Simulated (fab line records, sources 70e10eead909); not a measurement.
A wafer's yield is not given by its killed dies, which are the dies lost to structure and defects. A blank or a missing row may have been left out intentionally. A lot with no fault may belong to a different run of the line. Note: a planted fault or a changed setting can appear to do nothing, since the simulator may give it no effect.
Matching of chambers | flow nand_harc | NHARC_P_CONTACT_STRIP_28 on rie_diel-10 has 4 sister chambers
The step strips in O2. 8 wafers are shown with their chamber, then 12 later ones without.

EACH WAFER AND ITS CHAMBER
wafer  | chamber | drypump_motor_current_A (A) | rf_vpp_V (V)
L087.1 | 0       | 5.7                         | 56.5
L087.6 | 1       | 6.5                         | 57.0
L089.2 | 1       | 6.5                         | 57.4
L089.3 | 0       | 5.7                         | 57.4
L089.4 | 2       | 5.8                         | 57.1
L090.2 | 3       | 6.2                         | 57.1
L090.5 | 3       | 6.3                         | 58.5
L090.6 | 2       | 5.8                         | 58.9

WAFERS WITHOUT THEIR CHAMBER
wafer  | drypump_motor_current_A (A) | rf_vpp_V (V)
L091.2 | 5.8                         | 57.9
L091.4 | 5.7                         | 56.9
L091.5 | 5.7                         | 57.5
L094.2 | 6.2                         | 56.6
L094.4 | 5.8                         | 58.7
L094.5 | 5.6                         | 57.5
L093.2 | 5.7                         | 56.8
L093.4 | 5.8                         | 57.4
L093.6 | 5.9                         | 58.0
L095.1 | 5.9                         | 58.5
L095.2 | 6.5                         | 58.3
L095.5 | 5.7                         | 57.6

THE CHAMBER EACH PASSED THROUGH
wafer  | from the rows above | in truth
L091.2 | 2                   | 2
L091.4 | 0                   | 0
L091.5 | 0                   | 0
L094.2 | 3                   | 3
L094.4 | 2                   | 2
L094.5 | 0                   | 0
L093.2 | 0                   | 0
L093.4 | 2                   | 2
L093.6 | 2                   | 2
L095.1 | 2                   | 2
L095.2 | 1                   | 1
L095.5 | 0                   | 0
Correct placement for 12 of the 12. Not placeable from these rows: 0. Wrongly placed: 0.
How it was worked out, from the rows above alone: a wafer's distance from a chamber is the root of the sum, over the readings, of the square of ((its reading less the chamber's mean) divided by the reading's scatter). If the next closest chamber is less than 2 further off than the closest, the wafer can't be placed; otherwise it belongs to the closest. A chamber's mean is the mean of its shown wafers. The scatter: take each reading less its chamber's mean, square it, sum over the shown wafers, divide by the number of wafers less the number of chambers, and take the root.
